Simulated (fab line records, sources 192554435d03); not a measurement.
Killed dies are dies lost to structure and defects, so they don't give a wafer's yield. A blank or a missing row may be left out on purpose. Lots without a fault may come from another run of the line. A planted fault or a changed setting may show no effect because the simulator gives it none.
A struck lot beside a sound one | flow n5_finfet | 28 steps out of a route of 1938
Sound: wafers L404.1, L404.4, L404.6. Struck: wafers L410.4, L410.5, L410.6. The cause comes at the end.
At each step with rows: each side's tool, then ch and its chambers, then its first start. Under that, the readings that differ: sound wafers | struck wafers | difference of the means | sigmas: that difference in standard deviations of wafers without a fault.
alike: readings whose means differ by less than 2 such deviations, and words and numbers that are the same on both sides. not compared: withheld readings, readings that some wafer has no value for, bounds like >300 that may hide the same value, and numbers for which the record gives no deviation and whose values overlap.
The two part at a step that has a row with sigmas, a row that says differs or no value, or rows on one side only. Numbers that don't overlap but have no deviation are shown without sigmas and don't part them. A reading that every wafer of one side lacks parts them only if that side has two wafers or more.

first, 8 steps without rows for these wafers: N5_BEOL_M0_SAQP_COAT_81 (time 60 s, resist thk 100 nm); N5_BEOL_M0_SAQP_COAT_82 (time 60 s, resist thk 30 nm); N5_BEOL_M0_SAQP_COAT_08 (resist thk 90 nm); N5_BEOL_M0_SAQP_EBR_10; N5_BEOL_M0_SAQP_SOFTBAKE_09 (time 60 s); N5_BEOL_M0_SAQP_EXPOSE_11 (exposes mask M0 CORE, target cd 42 nm); N5_BEOL_M0_SAQP_PEB_12 (peb time 60 s); N5_BEOL_M0_SAQP_DEVELOP_13 (develop time 30 s).
N5_BEOL_M0_SAQP_CD_MEAS_14: target cd 42.5 nm.
  sound on cd_sem-02 ch 0, day 6 00:52; struck on cd_sem-01 ch 0, day 7 10:01
  reading    | sound          | struck         | difference | sigmas
  cd_nm (nm) | 41.7 41.8 41.0 | 42.6 42.4 42.2 | +0.9       | +2
N5_BEOL_M0_SAQP_OVL_MEAS_15:
  sound on overlay-01 ch 0, day 6 00:53; struck on overlay-01 ch 0, day 7 10:02
  alike: M0_CORE_OVL
N5_BEOL_M0_SAQP_INSPECT_16: inspects for defects (brightfield).
  sound on defect_inspect-02, day 6 00:55; struck on defect_inspect-02, day 7 10:04
  alike: raw_defect_count
then, 1 step without rows for these wafers: N5_BEOL_M0_SAQP_DESCUM_19 (chemistry O2, time 7.9 s).
N5_BEOL_M0_SAQP_ETCH_83: etches SiARC in CF4, target depth 39 nm, time 65 s.
  sound on rie_diel-01 ch 0,1, day 6 01:15; struck on rie_diel-01 ch 0,1,3, day 7 10:08
  no value came back on the struck wafers for any of 8 readings (bias_w (W), cf4_flow_sccm (sccm) and others); on the sound wafers bias_w (W) reads 36.10 35.89 35.75
  reading                                           | sound          | struck       | difference | sigmas
  model.CAR-ArF_of_BEOL_M0_SAQP_COAT_08.thk_nm (nm) | 55.6 55.6 55.6 | 83 83.2 83.2 | +28        |
  not compared: rf_hours_counter_h
N5_BEOL_M0_SAQP_ETCH_84: etches SOC in N2/H2, target depth 100 nm, overetch 20 nm, time 150 s.
  sound on rie_diel-01 ch 0,1, day 6 01:18; struck on rie_diel-01 ch 0,1,3, day 7 10:11
  reading               | sound          | struck         | difference | sigmas
  oes_product_au (a.u.) | 0.60 0.64 0.64 | 0.28 0.26 0.36 | -0.33      | -5
  alike: bias_w, chamber_pressure_mTorr, drypump_motor_current_A, n2_flow_sccm, rf_vpp_V, showerhead_plenum_p_Torr, temp_c, throttle_valve_pct
  not compared: rf_hours_counter_h
then, 1 step without rows for these wafers: N5_BEOL_M0_SAQP_STRIP_80 (strips in N2/H2).
N5_BEOL_M0_SAQP_HM_OPEN_112: chemistry CHF3/O2, target SiO2, stops on a-Si, target depth 12 nm, time 13.5 s.
  sound on rie_diel-01 ch 0,1, day 6 01:25; struck on rie_diel-01 ch 0,1,3, day 7 10:17
  reading               | sound          | struck         | difference | sigmas
  oes_product_au (a.u.) | 0.43 0.46 0.47 | 0.28 0.27 0.35 | -0.15      | -3
  alike: drypump_motor_current_A, rf_vpp_V, showerhead_plenum_p_Torr, throttle_valve_pct
  not compared: rf_hours_counter_h
then, 1 step without rows for these wafers: N5_BEOL_M0_SAQP_STRIP_113 (strips in CHF3/O2).
N5_BEOL_M0_SAQP_MANDREL_ETCH_20: etches a-Si in HBr/Cl2, stops on SiNx, target depth 60 nm, bt time 10 s, time 30 s.
  sound on rie_si-06 ch 0,1,2, day 6 01:29; struck on rie_si-06 ch 0,1,3, day 7 10:22
  reading                | sound             | struck            | difference | sigmas
  oes_product_au (a.u.)  | 0.770 0.812 0.797 | 0.338 0.333 0.321 | -0.462     | -36
  throttle_valve_pct (%) | 35.2 35.1 34.9    | 36.6 36.0 35.6    | +1.0       | +3
  alike: HBr_flow_sccm, bias_w, drypump_motor_current_A
  not compared: rf_hours_counter_h
N5_BEOL_M0_SAQP_STRIP_86: strips in N2/H2.
  sound on rie_diel-01 ch 0,2, day 6 01:36; struck on rie_diel-06 ch 0,3, day 7 10:29
  alike: drypump_motor_current_A, n2_flow_sccm, oes_product_au, rf_vpp_V, showerhead_plenum_p_Torr, temp_c, throttle_valve_pct
  not compared: rf_hours_counter_h
then, 2 steps without rows for these wafers: N5_BEOL_M0_SAQP_STRIP_115 (strips in post etch residue remover, time 60 s); N5_BEOL_M0_SAQP_SRD_93 (time 30 s).
N5_BEOL_M0_SAQP_RECESS_114: chemistry HF/NH3, target SiO2, target depth 14.4 nm, afs cycles 3, sublimation time 60 s.
  sound on vapor_etch-01 ch 0,1, day 6 01:44; struck on vapor_etch-02 ch 0,1, day 7 10:44
  alike: drypump_motor_current_A, temp_c
N5_BEOL_M0_SAQP_SPACER1_ALD_98: deposits SiO2, target thk 12.8 nm, pulse time 1 s, purge time 2 s.
  sound on ald_sin-01 ch 0,2, day 6 02:07; struck on ald_sin-02 ch 1,2,3, day 7 11:00
  alike: heater_power_w, precursor_pulse_height_rel, susceptor_temp_C
N5_BEOL_M0_SAQP_SPACER1_ETCHBACK_99: etches SiO2 in CHF3/O2, target depth 15.4 nm, time 7.7 s.
  sound on rie_diel-01 ch 0,2, day 6 02:35; struck on rie_diel-05 ch 0,1,2, day 7 11:32
  reading               | sound          | struck         | difference | sigmas
  oes_product_au (a.u.) | 0.66 0.69 0.70 | 0.32 0.27 0.31 | -0.38      | -5
  alike: drypump_motor_current_A, rf_vpp_V, showerhead_plenum_p_Torr, throttle_valve_pct
  not compared: rf_hours_counter_h
N5_BEOL_M0_SAQP_MANDREL1_REMOVE_100: chemistry HBr/Cl2/O2, target a-Si, stops on SiNx, bt time 10 s.
  sound on rie_si-05 ch 0,1, day 6 02:40; struck on rie_si-06 ch 1,2,3, day 7 11:37
  reading               | sound             | struck            | difference | sigmas
  oes_product_au (a.u.) | 0.983 0.990 0.999 | 0.389 0.370 0.377 | -0.612     | -36
  alike: drypump_motor_current_A, throttle_valve_pct
  not compared: rf_hours_counter_h
N5_BEOL_M0_SAQP_CD_MEAS_25: target cd 13.1 nm.
  sound on cd_sem-01 ch 0, day 6 02:47; struck on cd_sem-03 ch 0, day 7 11:44
  reading    | sound             | struck | difference                    | sigmas
  cd_nm (nm) | 12.91 12.93 12.46 | - - -  | no value on the struck wafers |
N5_BEOL_M0_SAQP_ETCH_101: etches SiNx in CH3F/O2, target depth 29.9 nm, time 42.7 s.
  sound on rie_diel-01 ch 0,1, day 6 02:49; struck on rie_diel-06 ch 0,3, day 7 11:55
  alike: CH3F_flow_sccm, O2_flow_sccm, drypump_motor_current_A, oes_product_au, rf_vpp_V, showerhead_plenum_p_Torr, throttle_valve_pct
  not compared: rf_hours_counter_h
N5_BEOL_M4_RC_MEAS_101:
  the record has rows for the sound wafers here (prober-02 ch 0, day 8 10:47) and none for the struck ones

WHERE THEY PART
First at N5_BEOL_M0_SAQP_CD_MEAS_14; last, within this record, at N5_BEOL_M4_RC_MEAS_101.

WHY: what the simulator had put in
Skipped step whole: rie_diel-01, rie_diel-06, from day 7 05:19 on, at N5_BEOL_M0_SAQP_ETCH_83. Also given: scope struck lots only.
